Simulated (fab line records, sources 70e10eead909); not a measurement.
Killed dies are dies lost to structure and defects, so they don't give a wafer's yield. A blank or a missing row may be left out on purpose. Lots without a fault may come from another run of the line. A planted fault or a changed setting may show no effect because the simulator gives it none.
Which tool did it? | flow nand_harc | 11 lots, 33 wafers sampled, at 6 steps of a route of 1302

WHAT THE GAUGES READ, wafer by wafer
NHARC_A_M0_THK_MEAS_24: measures by xrf. Usual: thk_nm 113.7 nm, standard deviation 1.6.
lot  | measured     | on            | thk_nm (nm)       | flag
L444 | day 23 08:13 | film_metro-01 | 112.4 114.0 114.8 |
L446 | day 23 14:33 | film_metro-02 | 117.0 114.7 115.1 |
L447 | day 24 17:44 | film_metro-02 | 112.7 115.9 115.8 |
L448 | day 25 13:58 | film_metro-01 | 116.6 112.4 114.1 |
L450 | day 26 04:28 | film_metro-01 | 111.4 114.4 111.4 |
L451 | day 27 00:53 | film_metro-01 | 114.2 111.3 111.1 |
L459 | day 30 09:59 | film_metro-02 | 110.5 113.3 112.9 |
L463 | day 30 22:40 | film_metro-01 | 114.5 114.5 112.7 |
L462 | day 31 08:00 | film_metro-01 | 115.5 116.9 115.8 |
L465 | day 32 02:49 | film_metro-01 | 113.6 116.4 115.0 |
L466 | day 32 12:58 | film_metro-02 | 117.8 114.5 113.2 |

NHARC_A_M1_CD_MEAS_09: target cd 120 nm. Usual: cd_nm 120.0 nm, standard deviation 0.59.
lot  | measured     | on        | cd_nm (nm)        | flag
L444 | day 23 09:46 | cd_sem-03 | 120.0 120.2 120.4 |
L446 | day 23 15:58 | cd_sem-03 | 120.9 120.2 120.1 |
L447 | day 24 19:17 | cd_sem-03 | 119.9 120.5 120.6 |
L448 | day 25 15:24 | cd_sem-01 | 120.6 119.6 119.6 |
L450 | day 26 06:01 | cd_sem-01 | 119.7 119.2 119.1 |
L451 | day 27 02:26 | cd_sem-02 | 120.2 120.0 119.3 |
L459 | day 30 11:32 | cd_sem-01 | 130.1 129.9 129.3 | OFF
L463 | day 31 00:06 | cd_sem-01 | 119.7 120.4 120.4 |
L462 | day 31 09:33 | cd_sem-01 | 126.0 126.7 127.4 | OFF
L465 | day 32 04:14 | cd_sem-01 | 120.2 120.3 120.2 |
L466 | day 32 14:23 | cd_sem-02 | 120.9 120.3 120.8 |

NHARC_END_SORT_01. Usual: defect_limited_yield 92.5 %, standard deviation 2.5; killed_at_array 46, standard deviation 16; killed_at_other 0.9, standard deviation 1.3; killed_at_periphery 4.1, standard deviation 3; killed_dies 51, standard deviation 17; killed_open 3.5, standard deviation 1.8; killed_short 2.5, standard deviation 1.8; sort_bin_2_pct 2.6 %, standard deviation 1.1; sort_bin_3_pct 0.6 %, standard deviation 0.37; sort_bin_4_pct 4.4 %, standard deviation 1.4; sort_n_pass 626, standard deviation 17; sort_rim_yield_pct 88 %, standard deviation 4.6; sort_yield_pct 92.5 %, standard deviation 2.5.
lot  | measured     | on        | defect_limited_yield (%) | killed_at_array | killed_at_other | killed_at_periphery | killed_dies | killed_open | killed_short | sort_bin_2_pct (%) | sort_bin_3_pct (%) | sort_bin_4_pct (%) | sort_n_pass | sort_rim_yield_pct (%) | sort_yield_pct (%) | flag
L444 | day 24 20:01 | prober-01 | 87.6 89.2 89.5           | 81 72 66        | 1 0 0           | 2 1 5               | 84 73 71    | 5 3 4       | 1 1 2        | 4.4 4.3 3.7        | 1.0 1.3 0.3        | 6.9 5.2 6.5        | 593 604 606 | 83 89 84               | 87.6 89.2 89.5     |
L446 | day 25 04:01 | prober-01 | 92.3 93.6 93.4           | 45 34 43        | 0 2 2           | 7 7 0               | 52 43 45    | 4 8 4       | 0 3 1        | 2.7 2.5 2.2        | 0.6 0.3 0.6        | 4.4 3.5 3.8        | 625 634 632 | 88 88 87               | 92.3 93.6 93.4     |
L447 | day 26 10:02 | prober-01 | 93.1 92.0 89.4           | 41 44 64        | 1 1 1           | 5 9 7               | 47 54 72    | 2 7 4       | 1 3 0        | 2.2 2.5 4.0        | 0.9 1.2 0.9        | 3.8 4.3 5.8        | 630 623 605 | 94 84 85               | 93.1 92.0 89.4     |
L448 | day 27 03:20 | prober-02 | 94.1 90.3 93.8           | 34 63 42        | 1 1 0           | 5 2 0               | 40 66 42    | 4 1 2       | 1 3 1        | 2.4 3.7 2.8        | 0.3 0.7 0.9        | 3.2 5.3 2.5        | 637 611 635 | 89 90 90               | 94.1 90.3 93.8     |
L450 | day 27 19:12 | prober-02 | 94.8 93.4 94.7           | 34 44 34        | 0 0 0           | 1 1 2               | 35 45 36    | 1 5 1       | 2 4 3        | 1.6 2.1 1.6        | 0.1 0.6 0.4        | 3.4 4.0 3.2        | 642 632 641 | 88 91 90               | 94.8 93.4 94.7     |
L451 | day 28 11:32 | prober-02 | 92.5 93.4 92.9           | 41 38 42        | 2 0 2           | 8 7 4               | 51 45 48    | 4 3 2       | 1 3 1        | 2.4 2.7 2.8        | 0.4 0.7 0.7        | 4.7 3.2 3.5        | 626 632 629 | 88 87 89               | 92.5 93.4 92.9     |
L459 | day 31 23:01 | prober-02 | 88.8 86.0 86.4           | 67 88 86        | 6 0 1           | 3 7 5               | 76 95 92    | 5 5 4       | 3 6 5        | 4.4 4.1 4.6        | 0.3 0.9 1.2        | 6.5 9.0 7.8        | 601 582 585 | 83 75 76               | 88.8 86.0 86.4     |
L463 | day 32 18:41 | prober-01 | 91.0 90.3 89.1           | 54 59 65        | 2 0 2           | 5 7 7               | 61 66 74    | 2 3 5       | 2 8 1        | 3.4 4.1 4.0        | 1.3 0.7 1.3        | 4.3 4.9 5.6        | 616 611 603 | 83 84 83               | 91.0 90.3 89.1     |
L462 | day 33 02:43 | prober-01 | 93.4 94.2 93.4           | 40 36 43        | 0 0 0           | 5 3 2               | 45 39 45    | 7 1 3       | 2 2 2        | 1.9 1.0 1.0        | 0.4 0.3 0          | 4.3 4.4 5.6        | 632 638 632 | 89 90 91               | 93.4 94.2 93.4     |
L465 | day 33 15:08 | prober-01 | 91.9 90.8 92.5           | 53 54 49        | 0 3 1           | 2 5 1               | 55 62 51    | 4 4 1       | 3 3 5        | 3.2 2.7 2.5        | 0.9 0.9 0.6        | 4.0 5.6 4.4        | 622 615 626 | 81 84 88               | 91.9 90.8 92.5     |
L466 | day 33 22:55 | prober-01 | 93.6 92.3 92.2           | 36 51 50        | 2 0 0           | 5 1 3               | 43 52 53    | 0 2 5       | 7 1 4        | 1.6 4.0 2.1        | 0.3 0.4 0.6        | 4.4 3.2 5.2        | 634 625 624 | 87 90 90               | 93.6 92.3 92.2     |

WHICH TOOL RAN EACH LOT (tool, then ch and the chambers of the sampled wafers, then the start)
lot  | NHARC_A_M0_ETCH_15                            | NHARC_A_M1_PEB_07                 | NHARC_A_M1_DESCUM_14
L444 | rie_diel-01 ch 0,2, day 23 08:13 or earlier   | litho_track-04 ch 0, day 23 09:41 | rie_diel-12 ch 1,2, day 23 09:57
L446 | rie_diel-11 ch 2,3, day 23 14:33 or earlier   | litho_track-06 ch 0, day 23 15:53 | rie_diel-12 ch 1,3, day 23 16:10
L447 | rie_diel-11 ch 2,3, day 24 17:44 or earlier   | litho_track-04 ch 0, day 24 19:12 | rie_diel-06 ch 1,2, day 24 19:28
L448 | rie_diel-04 ch 2,3, day 25 13:58 or earlier   | litho_track-06 ch 0, day 25 15:19 | rie_diel-06 ch 1,2, day 25 15:35
L450 | rie_diel-04 ch 0,1,3, day 26 04:28 or earlier | litho_track-01 ch 0, day 26 05:56 | rie_diel-12 ch 1,2,3, day 26 06:11
L451 | rie_diel-04 ch 0,2,3, day 27 00:53 or earlier | litho_track-01 ch 0, day 27 02:22 | rie_diel-06 ch 1,2,3, day 27 02:37
L459 | rie_diel-11 ch 0,2,3, day 30 09:59 or earlier | litho_track-01 ch 0, day 30 11:28 | rie_diel-12 ch 1,2, day 30 11:44
L463 | rie_diel-01 ch 1,3, day 30 22:40 or earlier   | litho_track-06 ch 0, day 31 00:01 | rie_diel-03 ch 2,3, day 31 00:17
L462 | rie_diel-01 ch 1,2,3, day 31 08:00 or earlier | litho_track-01 ch 0, day 31 09:28 | rie_diel-06 ch 0,2,3, day 31 09:44
L465 | rie_diel-11 ch 1,2,3, day 32 02:49 or earlier | litho_track-04 ch 0, day 32 04:10 | rie_diel-12 ch 0,1,2, day 32 04:26
L466 | rie_diel-01 ch 0,2, day 32 12:58 or earlier   | litho_track-06 ch 0, day 32 14:19 | rie_diel-03 ch 0,1, day 32 14:34
- NHARC_A_M0_ETCH_15: etches the open film in C4F8/Ar, target depth 150 nm, overetch 15 nm, time 82.5 s.
- NHARC_A_M1_PEB_07: peb time 65 s.
- NHARC_A_M1_DESCUM_14: chemistry O2, time 3 s.

WHAT THE TOOLS THEMSELVES READ (means of the sampled wafers that have a number; where no wafer has one, the mark that the record gives instead)
NHARC_A_M0_ETCH_15. Usual: oes_product_au 0.944 a.u., standard deviation 0.022; rf_vpp_V 440.4 V, standard deviation 2.9.
lot  | tool        | oes_product_au (a.u.) | rf_vpp_V (V) | flag
L444 | rie_diel-01 | 0.967                 | 441.7        |
L446 | rie_diel-11 | 0.920                 | 440.6        |
L447 | rie_diel-11 | 0.917                 | 439.5        |
L448 | rie_diel-04 | 0.964                 | 439.3        |
L450 | rie_diel-04 | 0.968                 | 441.8        |
L451 | rie_diel-04 | 0.922                 | 441.2        |
L459 | rie_diel-11 | 0.929                 | 439.9        |
L463 | rie_diel-01 | 0.922                 | 438.1        |
L462 | rie_diel-01 | 0.957                 | 439.7        |
L465 | rie_diel-11 | 0.927                 | 439.9        |
L466 | rie_diel-01 | 0.975                 | 442.6        |

NHARC_A_M1_PEB_07. Usual: heater_power_total_W 156.6 W, standard deviation 0.42; plate_temp_C 100.03 C, standard deviation 0.12; resist_line_temp_C 22.99 C, standard deviation 0.11.
lot  | tool           | heater_power_total_W (W) | plate_temp_C (C) | resist_line_temp_C (C) | flag
L444 | litho_track-04 | 156.3                    | 99.99            | 22.97                  |
L446 | litho_track-06 | 156.6                    | 99.89            | 23.02                  |
L447 | litho_track-04 | 156.7                    | 100.14           | 23.09                  |
L448 | litho_track-06 | 156.5                    | 99.99            | 22.81                  |
L450 | litho_track-01 | 156.6                    | 100.09           | 22.97                  |
L451 | litho_track-01 | 156.8                    | 100.12           | 23.07                  |
L459 | litho_track-01 | 162.4                    | 102.79           | 23.08                  | OFF
L463 | litho_track-06 | 156.7                    | 99.93            | 23.08                  |
L462 | litho_track-01 | 162.8                    | 102.81           | 23.00                  | OFF
L465 | litho_track-04 | 157.1                    | 100.05           | 22.94                  |
L466 | litho_track-06 | 156.5                    | 99.98            | 22.92                  |

NHARC_A_M1_DESCUM_14. Usual: drypump_motor_current_A 5.7 A, standard deviation 0.48; oes_product_au 0.997 a.u., standard deviation 0.0088; rf_vpp_V 57.6 V, standard deviation 0.86; showerhead_plenum_p_Torr 1.89 Torr, standard deviation 0.096; throttle_valve_pct 11.312 %, standard deviation 0.0087.
lot  | tool        | drypump_motor_current_A (A) | oes_product_au (a.u.) | rf_vpp_V (V) | showerhead_plenum_p_Torr (Torr) | throttle_valve_pct (%) | flag
L444 | rie_diel-12 | 5.2                         | 0.997                 | 58.1         | 1.93                            | 11.322                 |
L446 | rie_diel-12 | 6.2                         | 1.011                 | 57.2         | 1.84                            | 11.311                 |
L447 | rie_diel-06 | 6.2                         | 0.994                 | 56.8         | 1.96                            | 11.305                 |
L448 | rie_diel-06 | 5.8                         | 0.997                 | 58.0         | 2.01                            | 11.314                 |
L450 | rie_diel-12 | 5.6                         | 0.996                 | 57.0         | 1.89                            | 11.315                 |
L451 | rie_diel-06 | 6.0                         | 0.992                 | 58.3         | 1.93                            | 11.307                 |
L459 | rie_diel-12 | 5.2                         | 0.989                 | 57.9         | 1.93                            | 11.321                 |
L463 | rie_diel-03 | 6.0                         | 1.000                 | 58.1         | 1.79                            | 11.315                 |
L462 | rie_diel-06 | 5.6                         | 1.011                 | 58.1         | 1.89                            | 11.317                 |
L465 | rie_diel-12 | 5.5                         | 1.003                 | 57.9         | 1.95                            | 11.317                 |
L466 | rie_diel-03 | 5.5                         | 0.995                 | 57.1         | 1.86                            | 11.307                 |

THE ANSWER, worked out from the rows above alone
Rule: a lot is off if the mean of its wafers that have a number lies more than 3 standard deviations from the usual mean. A lot without any number at a reading at which 4 lots or more have one is off too. The other lots that the step has rows for count as sound. The gauges are gone through in route order, then the tools' own readings, and for those a lot's mean is taken as printed above. The first step at which some lot is off is used, and at that step the reading that is off furthest; a lot without a number counts as furthest.
Off: L459, L462, at NHARC_A_M1_CD_MEAS_09 (cd_nm).
A tool fits if, at a process step before that reading, it ran every lot that is off, and no sound lot after the first of them. The gauges at NHARC_A_M1_CD_MEAS_09 aren't tried: what is off there is off at NHARC_A_M1_PEB_07 too, on other tools, and a gauge's error can't cause that. NHARC_A_M0_ETCH_15 gives no start for some lots, so the hours and the order of its lots are those of NHARC_A_M0_THK_MEAS_24. One fits: litho_track-01 at NHARC_A_M1_PEB_07. Its last sound lot is L451 (day 27 02:22), its first lot that is off L459 (day 30 11:28): a fault that began between those two fits.
The tool's own readings at NHARC_A_M1_PEB_07 bear it out: on the lots that are off they differ by more than 5 times the standard deviation of the sound lots' means. heater_power_total_W reads 162.6 W there against 156.6 W on the sound lots; plate_temp_C reads 102.80 C there against 100.02 C on the sound lots.

WHAT THE SIMULATOR HAD PUT IN
Process parameter drift: litho_track-01, from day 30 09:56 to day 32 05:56, at NHARC_A_M1_PEB_07. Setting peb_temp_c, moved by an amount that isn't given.
Lots struck among those shown: L459, L462. The rule above found the same.
